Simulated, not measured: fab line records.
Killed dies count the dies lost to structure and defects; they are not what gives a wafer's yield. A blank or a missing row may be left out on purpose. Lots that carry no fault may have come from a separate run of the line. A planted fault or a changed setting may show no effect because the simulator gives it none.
fab line records	flow n5Finfet
[record] lots = 7	wafers = 39
route steps=1938 shown SD_EPI_N@275 HKMG_FIN@413 MOL_CONTACT_COAG@605 BEOL_M2@879 BEOL_M3@1018 BEOL_M5@1154 BEOL_M8@1332 BEOL_M9@1417
startH: hours from the record's opening day to when the first of the lot's shown wafers began	waitH: time in hours since the lot's previous step	" same as the row above	L1.1+2: one row covering several wafers at once	- no value present, or no start provided	* or withheld: withheld	< > ~ a bound
route shown NAME@n: names a module that has steps shown in the file, with the first one's number in the route	usual: average and standard deviation across the fault-free wafers	same: alike in all rows	chamber/n: place in a boat	sites: each site's reading	_std_site: the values' standard deviation	_edge_site: the outer-site mean with the inner-site mean subtracted	radiusMm: for every site, how far away it sits from the centre of the wafer	mask NAME#n: copy n	behind: the most recent tool/chamber to have shaped the wafer	hold: why the lot went on hold/how many hours it stayed there/how the hold came to an end	device: names the non-switching transistor (n, p or np)	end of line: tests run on the same wafers once the route is complete	a step without rows: its recipe alone	killed: the dies lost at the first sort to structure and to defects; this is not the yield of the wafer	map: the dies of a wafer, with x for killed, . for not killed, _ for no die there
set.NAME: setting as actually run; set.NAME@STEP: the setting as run at that earlier step	model.NAME: the simulator's own value behind a step, which no gauge read
lots whose settings were changed on purpose; a table a step, a row a wafer
[[steps]]
[step N5_SD_EPI_N_ETCH_35]
[recipe] chemistry = N2/H2	target = SOC	overetchA = 1080	maskMaterial = SiARC	tempC = 40	ionEnergyEv = 100	sourceW = 3000	biasW = 133	pressureMtorr = 20	timeS = 486	n2FlowSccm = 200	h2FlowSccm = 200
lot.wafer	tool	chamber	startH	waitH	set.timeS	model.SD_EPI_N.cdNm	model.SiARC_of_SD_EPI_N_COAT_33.thkNm
L074.2	rieDiel-02	2	51.21	0.0	486	118.2	21
L074.3	"	0	"	"	486	122	19.2
L074.6	"	0	"	"	486	121.4	19.4
L075.1	rieDiel-04	2	56.33	0.0	486	121.2	19.6
L075.2	"	3	"	"	775	130.4	11
L075.3	"	1	"	"	486	120.4	20.2
L075.4	"	2	"	"	775	131.2	10.4
L075.5	"	3	"	"	775	132.4	11
L075.6	"	1	"	"	486	120	20.2
L082.1	rieDiel-02	1	97.50	0.0	486	119.4	19.2
L082.2	"	2	"	"	486	120	20.8
L082.3	"	0	"	"	486	121.8	19.2
L082.4	"	3	"	"	486	120.8	19.6
L082.5	"	0	"	"	486	123.2	19.4
L082.6	"	3	"	"	486	121.4	19.4
L084.1	rieDiel-04	3	112.75	0.0	486	120.4	20
L084.2	"	0	"	"	486	120.6	19
L084.3	"	1	"	"	486	117.4	20
L084.4	"	0	"	"	748.6	131.2	10.4
L084.5	"	1	"	"	748.6	125.6	12
L084.6	"	3	"	"	748.6	130.2	12.2
L087.1	rieDiel-04	1	128.11	0.0	486	119.6	20
L087.2	"	0	"	"	486	121.4	19.2
L087.3	"	3	"	"	486	121.6	20.2
L087.4	"	2	"	"	200.6	110.6	28.6
L087.5	"	2	"	"	200.6	112.8	28.6
L087.6	"	1	"	"	200.6	108.8	29
L090.1	rieDiel-01	0	145.74	0.0	486	120.2	20
L090.2	"	1	"	"	486	119.2	20
L090.3	"	3	"	"	486	118.4	19.6
L090.4	"	2	"	"	486	120	19.8
L090.5	"	1	"	"	486	120.6	20
L090.6	"	2	"	"	486	119.6	19.8
L093.1	rieDiel-04	2	162.70	0.0	486	122	19.8
L093.2	"	0	"	"	569.1	125	16.8
L093.3	"	3	"	"	569.1	125	17.8
L093.4	"	1	"	"	486	118.8	20.4
L093.5	"	1	"	"	569.1	120.6	17.8
L093.6	"	2	"	"	486	122.8	19.6
[step N5_HKMG_FIN_CVD_62]
[recipe] material = a-Si	targetThkA = 30	tempC = 500	precursor = Si2H6	pressureTorr = 1	timeS = 20.8
lot.wafer	tool	chamber	startH	waitH	set.targetThkA	model.a-Si_of_HKMG_FIN_CVD_62.thkNm
L074.2+3	thermalCvdSi-02	1,2	76.81	0.2	30	3
L074.6	"	2	"	"	30	2.8
L075.1+3+6	thermalCvdSi-01	2,0,1	79.16	0.2	30	3
L075.2+4+5	"	1,2,0	"	"	30	3.2
L082.1+5	thermalCvdSi-02	0	125.40	0.2	30	3.2
L082.2+6	"	1	"	"	23.22	2.2
L082.3	"	0	"	"	23.22	2.4
L082.4	"	1	"	"	30	3
L084.1+5+6	thermalCvdSi-02	2,1,2	138.50	0.2	14.99	1.6
L084.2+3+4	"	1,0,0	"	"	30	3.2
L087.1+4+5	thermalCvdSi-01	2,2,1	152.41	0.2	15.13	1.6
L087.2+3+6	"	1,1,2	"	"	30	3
L090.1+3+5	thermalCvdSi-02	1,2,1	169.68	0.2	30	3
L090.2+6	"	0	"	"	21.65	2.4
L090.4	"	2	"	"	21.65	2
L093.1	thermalCvdSi-01	1	186.43	0.2	40.68	4.2
L093.2	"	0	"	"	30	3.2
L093.3+5	"	2	"	"	40.68	4
L093.4+6	"	0,1	"	"	30	3
[step N5_MOL_CONTACT_COAG_DESCUM_45]
[recipe] chemistry = O2	timeS = 7	sourcePowerW = 50	biasPowerW = 20	pressureMtorr = 20	rfFrequencyHz = 2.712e+07	tempC = 40	resist = CAR-EUV	o2FlowSccm = 225
lot.wafer	tool	chamber	startH	waitH	set.timeS	model.CAR-EUV_of_MOL_CONTACT_COAG_COAT_34.thkNm
L074.2+6	rieDiel-01	2	102.04	0.0	7	35.8
L074.3	"	1	"	"	7	36
L075.1+2+5	rieDiel-04	1,3,3	104.79	0.0	8.656	35.2
L075.3+4+6	"	0,1,0	"	"	7	36
L082.1+3+6	rieDiel-02	2,3,1	153.04	0.0	3.31	38
L082.2+4+5	"	0,1,0	"	"	7	36.2
L084.1	rieDiel-02	2	167.22	0.0	4.487	37.6
L084.2+5	"	1,3	"	"	4.487	37.4
L084.3+4	"	3,0	"	"	7	36.2
L084.6	"	0	"	"	7	36.4
L087.1	rieDiel-04	3	177.12	0.0	9.404	35
L087.2	"	0	"	"	7	36
L087.3+5	"	2,0	"	"	9.404	34.8
L087.4	"	1	"	"	7	36.2
L087.6	"	1	"	"	7	36.4
L090.1+3+4	rieDiel-02	0,3,0	195.80	0.0	7	36.2
L090.2+6	"	2	"	"	10.25	34.6
L090.5	"	3	"	"	10.25	34.4
L093.1+4	rieDiel-01	2,3	214.41	0.0	7	36
L093.2	"	0	"	"	8.383	35.2
L093.3+6	"	1,0	"	"	8.383	35.4
L093.5	"	1	"	"	7	36.2
[step N5_MOL_CONTACT_COAG_ETCH_65]
[recipe] chemistry = N2/H2	target = underlayer	targetDepthA = 130	maskMaterial = CAR-EUV	timeS = 10.4	ionEnergyEv = 200	pressureMtorr = 30	sourceW = 840	biasW = 150	n2FlowSccm = 200	h2FlowSccm = 200	ends = cleared
lot.wafer	tool	chamber	startH	waitH	set.timeS@MOL_CONTACT_COAG_DESCUM_45	model.CAR-EUV_of_MOL_CONTACT_COAG_COAT_34.thkNm
L074.2	rieDiel-01	2	102.07	0.0	7	24.4
L074.3	"	1	"	"	7	24.6
L074.6	"	2	"	"	7	24.2
L075.1	rieDiel-04	1	104.82	0.0	8.656	24
L075.2+5	"	3	"	"	8.656	23.8
L075.3+4+6	"	0,1,0	"	"	7	24.6
L082.1	rieDiel-02	2	153.08	0.0	3.31	26.2
L082.2+5	"	0	"	"	7	25
L082.3+6	"	3,1	"	"	3.31	26.4
L082.4	"	1	"	"	7	24.6
L084.1+2+5	rieDiel-02	2,1,3	167.25	0.0	4.487	25.8
L084.3	"	3	"	"	7	24.6
L084.4+6	"	0	"	"	7	25
L087.1+5	rieDiel-04	3,0	177.16	0.0	9.404	23.4
L087.2	"	0	"	"	7	24.6
L087.3	"	2	"	"	9.404	23.2
L087.4+6	"	1	"	"	7	24.8
L090.1+4	rieDiel-02	0	195.83	0.0	7	25
L090.2+5	"	2,3	"	"	10.25	22.8
L090.3	"	3	"	"	7	24.6
L090.6	"	2	"	"	10.25	23
L093.1	rieDiel-01	2	214.45	0.0	7	24.6
L093.2+6	"	0	"	"	8.383	23.6
L093.3	"	1	"	"	8.383	24.2
L093.4+5	"	3,1	"	"	7	24.8
[step N5_MOL_CONTACT_COAG_ETCH_66]
[recipe] chemistry = CF4	target = SiARC	targetDepthA = 130	maskMaterial = CAR-EUV	timeS = 21.7	ionEnergyEv = 80	pressureMtorr = 40	sourceW = 545	biasW = 36	Ar_flow_sccm = 100	cf4FlowSccm = 100	ends = cleared
[step N5_MOL_CONTACT_COAG_ALD_133]
[recipe] material = SiO2	targetThkA = 50	tempC = 100	aldPrecursorFamily = BDEAS	aldCoReactant = O2-plasma	pulseTimeS = 1	coReactantPulseTimeS = 1	purgeTimeS = 2	coReactantPurgeTimeS = 2	aldCycles = 35	pressureTorr = 2
[step N5_MOL_CONTACT_COAG_ETCHBACK_134]
[recipe] chemistry = CHF3	target = SiO2	targetDepthA = 100	timeS = 6.7	ionEnergyEv = 200	pressureMtorr = 30	sourceW = 610	biasW = 170	Ar_flow_sccm = 200	CHF3_flow_sccm = 50
lot.wafer	tool	chamber	startH	waitH	set.timeS@MOL_CONTACT_COAG_DESCUM_45	model.CAR-EUV_of_MOL_CONTACT_COAG_COAT_34.thkNm
L074.2+6	rieDiel-04	1	102.39	0.1	7	15.2
L074.3	"	3	"	"	7	15.6
L075.1+2+5	rieDiel-02	1,0,3	105.53	0.1	8.656	14.8
L075.3+4+6	"	3,2,0	"	"	7	15.4
L082.1	rieDiel-02	2	153.51	0.1	3.31	17.2
L082.2+5	"	0,2	"	"	7	16
L082.3+6	"	1,3	"	"	3.31	17.4
L082.4	"	3	"	"	7	15.6
L084.1+2+5	rieDiel-04	1,3,3	167.80	0.1	4.487	16.8
L084.3	"	0	"	"	7	15.6
L084.4+6	"	2	"	"	7	16
L087.1+5	rieDiel-02	0,2	177.48	0.1	9.404	14.4
L087.2	"	1	"	"	7	15.6
L087.3	"	2	"	"	9.404	14.2
L087.4+6	"	3	"	"	7	15.8
L090.1+4	rieDiel-01	3,2	196.11	0.1	7	15.8
L090.2+5+6	"	0,0,3	"	"	10.25	13.8
L090.3	"	1	"	"	7	15.4
L093.1	rieDiel-01	2	215.20	0.1	7	15.4
L093.2	"	1	"	"	8.383	14.4
L093.3	"	3	"	"	8.383	15
L093.4+5	"	0,3	"	"	7	15.6
L093.6	"	2	"	"	8.383	14.6
[step N5_BEOL_M2_DESCUM_33]
[recipe] chemistry = O2	timeS = 7	sourcePowerW = 50	biasPowerW = 20	pressureMtorr = 20	rfFrequencyHz = 2.712e+07	tempC = 40	resist = CAR-EUV	o2FlowSccm = 225
lot.wafer	tool	chamber	startH	waitH	set.timeS	model.CAR-EUV_of_BEOL_M2_COAT_22.thkNm
L074.2+3	rieDiel-01	2,1	135.88	0.0	7	26.2
L074.6	"	2	"	"	7	26
L075.1	rieDiel-04	1	140.00	0.1	7	26.2
L075.2+5	"	0,3	"	"	10.24	24.4
L075.3+4	"	3,2	"	"	7	26
L075.6	"	0	"	"	10.24	24.2
L082.1+2	rieDiel-01	0,3	195.85	0.0	7	26.2
L082.3	"	2	"	"	4.205	27.4
L082.4+5	"	1	"	"	4.205	27.6
L082.6	"	2	"	"	7	26
L084.1+3+5+6	rieDiel-04	1,3,3,1	204.78	0.0	7	26.2
L084.2+4	"	2	"	"	7	26
L087.1+5	rieDiel-01	3,2	218.15	0.1	7	26.2
L087.2	"	0	"	"	7	26
L087.3+4	"	1,2	"	"	3.529	28
L087.6	"	1	"	"	3.529	27.8
L090.1	rieDiel-04	2	236.52	0.1	3.792	27.6
L090.2+4	"	3,0	"	"	3.792	27.8
L090.3+6	"	0,2	"	"	7	26
L090.5	"	3	"	"	7	26.2
L093.1+2+5	rieDiel-04	3,0,3	256.84	0.1	9.238	24.8
L093.3+4+6	"	2,0,2	"	"	7	25.8
[step N5_BEOL_M3_DEP_57]
[recipe] material = SiCN	targetThkA = 80	tempC = withheld	precursor = 3MS/NH3	pressureTorr = 3	rfW = 202	timeS = 14
lot.wafer	tool	chamber	startH	waitH	set.timeS	model.SiCN_of_BEOL_M3_DEP_57.thkNm
L074.2	pecvd-03	1	164.52	0.0	14	7.8
L074.3	"	2	"	"	14	7.6
L074.6	"	0	"	"	14	8
L075.1	pecvd-03	1	175.45	0.0	14	7.8
L075.2+3+4+5+6	"	2,0,0,1,2	"	"	14	8
L082.1	pecvd-01	1	221.41	0.0	14	7.8
L082.2	"	0	"	"	14	7.4
L082.3+4+5	"	2,1,2	"	"	14	8
L082.6	"	0	"	"	14	7.6
L084.1	pecvd-02	2	231.53	0.0	14	7.8
L084.2+3+4	"	1,0,2	"	"	14	8
L084.5+6	"	0,1	"	"	14	8.2
L087.1	pecvd-01	0	248.37	0.0	17.61	9.6
L087.2	"	1	"	"	17.61	9.8
L087.3	"	2	"	"	17.61	10
L087.4	"	2	"	"	14	8.2
L087.5	"	1	"	"	14	8
L087.6	"	0	"	"	14	7.8
L090.1	pecvd-02	0	255.85	0.0	14	8
L090.2+3	"	2,1	"	"	22.4	12.6
L090.4+6	"	2,0	"	"	14	8.2
L090.5	"	1	"	"	22.4	12.8
L093.1+3+4	pecvd-02	2,1,0	284.92	0.0	11.56	6.6
L093.2+5	"	0,2	"	"	14	8
L093.6	"	1	"	"	14	8.2
[step N5_BEOL_M5_ETCH_68]
[recipe] chemistry = N2/H2	target = SOC	targetDepthA = 800	overetchA = 160	maskMaterial = SiARC	tempC = 40	timeS = 120	ionEnergyEv = 200	pressureMtorr = 30	sourceW = 840	biasW = 150	n2FlowSccm = 200	h2FlowSccm = 200
lot.wafer	tool	chamber	startH	waitH	set.timeS	model.SiARC_of_BEOL_M5_COAT_66.thkNm
L074.2+3+6	rieDiel-03	0,3,3	181.53	0.0	120	6.4
L075.1	rieDiel-05	3	189.52	0.0	120	6.4
L075.2	"	1	"	"	120	6
L075.3+5	"	0	"	"	52.69	9.4
L075.4	"	2	"	"	52.69	9.8
L075.6	"	1	"	"	120	5.8
L082.1	rieDiel-05	3	235.60	0.0	154.8	5
L082.2+3	"	0,1	"	"	120	6.2
L082.4	"	2	"	"	154.8	5.4
L082.5	"	2	"	"	120	7
L082.6	"	1	"	"	154.8	4.4
L084.1+2+4	rieDiel-03	3,2,0	250.17	0.0	120	6.4
L084.3+5+6	"	1,3,2	"	"	64.77	9
L087.1	rieDiel-05	2	267.80	0.0	120	6.8
L087.2	"	0	"	"	183.9	3.2
L087.3	"	3	"	"	120	6.6
L087.4+5	"	1	"	"	183.9	3
L087.6	"	0	"	"	120	6.2
L090.1	rieDiel-06	0	274.60	0.0	120	6.4
L090.2	"	3	"	"	120	6
L090.3	"	1	"	"	92.12	7.8
L090.4	"	2	"	"	92.12	7.4
L090.5	"	0	"	"	92.12	7.6
L090.6	"	1	"	"	120	6.6
L093.1	rieDiel-05	1	297.43	0.0	120	6
L093.2	"	0	"	"	120	6.4
L093.3	"	3	"	"	120	6.6
L093.4+6	"	2	"	"	120	7
L093.5	"	1	"	"	120	6.2
[step N5_BEOL_M8_ILD_DEP_00]
[recipe] material = SiCOH_lowk	targetThkA = 1797.5	tempC = 300	precursor = DEMS/porogen	pressureTorr = 5	rfW = 500	timeS = 33.4
lot.wafer	tool	chamber	startH	waitH	set.timeS	model.SiCOH_lowk_of_BEOL_M8_ILD_DEP_00.thkNm
L074.2	pecvd-03	1	210.69	0.0	33.4	182
L074.3	"	2	"	"	33.4	174.8
L074.6	"	1	"	"	33.4	183.2
L075.1	pecvd-04	1	214.36	0.0	33.4	176.4
L075.2	"	0	"	"	33.4	178.2
L075.3	"	1	"	"	33.4	178.4
L075.4	"	0	"	"	33.4	178.8
L075.5	"	1	"	"	33.4	176.8
L075.6	"	0	"	"	33.4	177.6
L082.1	pecvd-02	1	264.60	0.0	33.4	179.8
L082.2	"	0	"	"	33.4	182.2
L082.3	"	2	"	"	44.25	234
L082.4	"	0	"	"	44.25	240.2
L082.5	"	1	"	"	33.4	183.4
L082.6	"	2	"	"	44.25	239
L084.1	pecvd-03	1	274.67	0.0	33.4	179.4
L084.2	"	0	"	"	24.76	133.4
L084.3	"	2	"	"	33.4	176.8
L084.4	"	2	"	"	33.4	181
L084.5	"	1	"	"	24.76	135.6
L084.6	"	0	"	"	24.76	137
L087.1	pecvd-03	2	287.37	0.0	45.3	238.8
L087.2	"	1	"	"	33.4	179.2
L087.3	"	0	"	"	45.3	241
L087.4	"	0	"	"	33.4	182
L087.5	"	2	"	"	45.3	243.8
L087.6	"	1	"	"	33.4	181.4
L090.1	pecvd-02	2	299.47	0.0	33.4	179.8
L090.2	"	1	"	"	33.4	182.6
L090.3	"	0	"	"	51.15	273
L090.4	"	2	"	"	51.15	276.8
L090.5	"	0	"	"	33.4	186
L090.6	"	1	"	"	51.15	277.2
L093.1	pecvd-04	1	321.81	0.0	42.25	225.6
L093.2	"	0	"	"	33.4	175
L093.3	"	2	"	"	33.4	177.4
L093.4	"	0	"	"	33.4	177.6
L093.5	"	2	"	"	42.25	226.8
L093.6	"	1	"	"	42.25	228.2
[step N5_BEOL_M8_CURE_74]
[recipe] tempC = 385	timeS = 240	ambient = He/Ar	material = SiCOH_lowk
lot.wafer	tool	chamber	startH	waitH	set.timeS@BEOL_M8_ILD_DEP_00	model.SiCOH_lowk_of_BEOL_M8_ILD_DEP_00.thkNm
L074.2	uvCure-03	0	210.84	0.1	33.4	156.8
L074.3	"	0	"	"	33.4	150.8
L074.6	"	0	"	"	33.4	158
L075.1	uvCure-03	2	214.45	0.1	33.4	152.2
L075.2+3	"	2	"	"	33.4	153.8
L075.4	"	2	"	"	33.4	154.2
L075.5	"	2	"	"	33.4	152.4
L075.6	"	2	"	"	33.4	153.2
L082.1	uvCure-03	1	264.66	0.0	33.4	155
L082.2	"	1	"	"	33.4	157.2
L082.3	"	1	"	"	44.25	202.4
L082.4	"	1	"	"	44.25	207.8
L082.5	"	1	"	"	33.4	158
L082.6	"	1	"	"	44.25	206.8
L084.1	uvCure-01	0	274.73	0.0	33.4	154.8
L084.2	"	0	"	"	24.76	114.8
L084.3	"	0	"	"	33.4	152.4
L084.4	"	0	"	"	33.4	156.2
L084.5	"	0	"	"	24.76	116.6
L084.6	"	0	"	"	24.76	117.8
L087.1	uvCure-02	0	287.50	0.1	45.3	206.6
L087.2	"	0	"	"	33.4	154.4
L087.3	"	0	"	"	45.3	208.4
L087.4	"	0	"	"	33.4	157
L087.5	"	0	"	"	45.3	211
L087.6	"	0	"	"	33.4	156.4
L090.1	uvCure-03	0	299.54	0.0	33.4	155
L090.2	"	0	"	"	33.4	157.4
L090.3	"	0	"	"	51.15	236.6
L090.4	"	0	"	"	51.15	240
L090.5	"	0	"	"	33.4	160.4
L090.6	"	0	"	"	51.15	240.4
L093.1	uvCure-01	2	321.88	0.0	42.25	195
L093.2	"	2	"	"	33.4	150.8
L093.3	"	2	"	"	33.4	152.8
L093.4	"	2	"	"	33.4	153
L093.5	"	2	"	"	42.25	196.2
L093.6	"	2	"	"	42.25	197.2
[step N5_BEOL_M8_THK_MEAS_01]
[recipe] reads = SiCOH_lowk_of_BEOL_M8_ILD_DEP_00
[usual] M8_ILD_THK = 155.5/2
lot.wafer	tool	chamber	startH	waitH	set.timeS@BEOL_M8_ILD_DEP_00	M8_ILD_THK[nm]
L074.2	filmMetro-01	-	211.27	0.4	33.4	156.9
L074.3	"	-	"	"	33.4	150.8
L074.6	"	-	"	"	33.4	158.0
L075.1	filmMetro-02	-	214.96	0.4	33.4	152.0
L075.2	"	-	"	"	33.4	153.7
L075.3	"	-	"	"	33.4	154.0
L075.4	"	-	"	"	33.4	154.4
L075.5	"	-	"	"	33.4	152.5
L075.6	"	-	"	"	33.4	153.2
L082.1	filmMetro-01	-	265.18	0.4	33.4	154.9
L082.2	"	-	"	"	33.4	157.1
L082.3	"	-	"	"	44.25	202.3
L082.4	"	-	"	"	44.25	207.6
L082.5	"	-	"	"	33.4	158.0
L082.6	"	-	"	"	44.25	206.6
L084.1	filmMetro-02	-	275.25	0.4	33.4	154.7
L084.2	"	-	"	"	24.76	114.7
L084.3	"	-	"	"	33.4	152.4
L084.4	"	-	"	"	33.4	156.2
L084.5	"	-	"	"	24.76	116.6
L084.6	"	-	"	"	24.76	117.8
L087.1	filmMetro-02	-	288.01	0.4	45.3	206.6
L087.2	"	-	"	"	33.4	154.4
L087.3	"	-	"	"	45.3	208.6
L087.4	"	-	"	"	33.4	156.9
L087.5	"	-	"	"	45.3	211.0
L087.6	"	-	"	"	33.4	156.4
L090.1	filmMetro-02	-	300.54	0.8	33.4	155.1
L090.2	"	-	"	"	33.4	157.4
L090.3	"	-	"	"	51.15	236.6
L090.4	"	-	"	"	51.15	240.2
L090.5	"	-	"	"	33.4	160.4
L090.6	"	-	"	"	51.15	240.4
L093.1	filmMetro-01	-	322.87	0.8	42.25	195.1
L093.2	"	-	"	"	33.4	150.8
L093.3	"	-	"	"	33.4	153.0
L093.4	"	-	"	"	33.4	153.0
L093.5	"	-	"	"	42.25	196.2
L093.6	"	-	"	"	42.25	197.3
[step N5_BEOL_M9_DESCUM_16]
[recipe] chemistry = O2	timeS = 7.9	sourcePowerW = 50	biasPowerW = 20	pressureMtorr = 20	rfFrequencyHz = 2.712e+07	tempC = 40	resist = CAR-ArF	o2FlowSccm = 225
lot.wafer	tool	chamber	startH	waitH	set.timeS	model.CAR-ArF_of_BEOL_M9_COAT_05.thkNm
L074.2+3	rieDiel-06	2,0	221.38	0.2	7.9	83.8
L074.6	"	2	"	"	7.9	83
L075.1	rieDiel-03	0	223.92	0.0	4.321	86
L075.2	"	3	"	"	4.321	85.8
L075.3	"	1	"	"	4.321	85.2
L075.4+6	"	2,1	"	"	7.9	83.4
L075.5	"	2	"	"	7.9	83.2
L082.1	rieDiel-03	1	274.97	0.6	4.275	85.6
L082.2+3	"	3,2	"	"	4.275	85.8
L082.4+6	"	0	"	"	7.9	83.4
L082.5	"	1	"	"	7.9	83.2
L084.1	rieDiel-06	2	285.00	0.0	7.9	84
L084.2+6	"	3,2	"	"	7.9	83.6
L084.3+4+5	"	0,1,1	"	"	7.9	83.8
L087.1+2+5	rieDiel-06	2,0,1	298.59	0.0	7.9	83.2
L087.3+6	"	3,2	"	"	7.9	83.4
L087.4	"	1	"	"	7.9	83.6
L090.1+6	rieDiel-06	2	311.61	0.4	7.9	83.4
L090.2+3	"	3,1	"	"	11.78	80.8
L090.4	"	0	"	"	11.78	81
L090.5	"	3	"	"	7.9	82.8
L093.1	rieDiel-05	3	333.87	0.0	7.9	83
L093.2	"	1	"	"	4.886	85.2
L093.3	"	2	"	"	7.9	83.4
L093.4	"	0	"	"	4.886	85
L093.5	"	2	"	"	4.886	85.4
L093.6	"	3	"	"	7.9	83.2
[[key]]
[split] step = N5_SD_EPI_N_ETCH_35	setting = timeS	stated = 486	by = wafer
[response] step = N5_SD_EPI_N_ETCH_35	reading = model.SD_EPI_N.cdNm	change = +0.176	per = 1%	r = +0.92
[response] step = N5_SD_EPI_N_ETCH_35	reading = model.SiARC_of_SD_EPI_N_COAT_33.thkNm	change = -0.152	per = 1%	r = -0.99
[split] step = N5_HKMG_FIN_CVD_62	setting = targetThkA	stated = 30	by = wafer
[response] step = N5_HKMG_FIN_CVD_62	reading = model.a-Si_of_HKMG_FIN_CVD_62.thkNm	change = +0.03	per = 1%	r = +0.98
[split] step = N5_MOL_CONTACT_COAG_DESCUM_45	setting = timeS	stated = 7	by = wafer
[response] step = N5_MOL_CONTACT_COAG_DESCUM_45	reading = model.CAR-EUV_of_MOL_CONTACT_COAG_COAT_34.thkNm	change = -0.0353	per = 1%	r = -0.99
[response] step = N5_MOL_CONTACT_COAG_ETCH_65	reading = model.CAR-EUV_of_MOL_CONTACT_COAG_COAT_34.thkNm	change = -0.0344	per = 1%	r = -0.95
[response] step = N5_MOL_CONTACT_COAG_ETCHBACK_134	reading = model.CAR-EUV_of_MOL_CONTACT_COAG_COAT_34.thkNm	change = -0.0331	per = 1%	r = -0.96
[split] step = N5_BEOL_M2_DESCUM_33	setting = timeS	stated = 7	by = wafer
[response] step = N5_BEOL_M2_DESCUM_33	reading = model.CAR-EUV_of_BEOL_M2_COAT_22.thkNm	change = -0.0358	per = 1%	r = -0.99
[split] step = N5_BEOL_M3_DEP_57	setting = timeS	stated = 14	by = wafer
[response] step = N5_BEOL_M3_DEP_57	reading = model.SiCN_of_BEOL_M3_DEP_57.thkNm	change = +0.0753	per = 1%	r = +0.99
[split] step = N5_BEOL_M5_ETCH_68	setting = timeS	stated = 120	by = wafer
[response] step = N5_BEOL_M5_ETCH_68	reading = model.SiARC_of_BEOL_M5_COAT_66.thkNm	change = -0.0604	per = 1%	r = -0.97
[split] step = N5_BEOL_M8_ILD_DEP_00	setting = timeS	stated = 33.4	by = wafer
[response] step = N5_BEOL_M8_ILD_DEP_00	reading = model.SiCOH_lowk_of_BEOL_M8_ILD_DEP_00.thkNm	change = +1.74	per = 1%	r = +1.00
[response] step = N5_BEOL_M8_CURE_74	reading = model.SiCOH_lowk_of_BEOL_M8_ILD_DEP_00.thkNm	change = +1.52	per = 1%	r = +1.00
[response] step = N5_BEOL_M8_THK_MEAS_01	reading = M8_ILD_THK	change = +1.53	per = 1%	r = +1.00
[split] step = N5_BEOL_M9_DESCUM_16	setting = timeS	stated = 7.9	by = wafer
[response] step = N5_BEOL_M9_DESCUM_16	reading = model.CAR-ArF_of_BEOL_M9_COAT_05.thkNm	change = -0.0507	per = 1%	r = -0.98
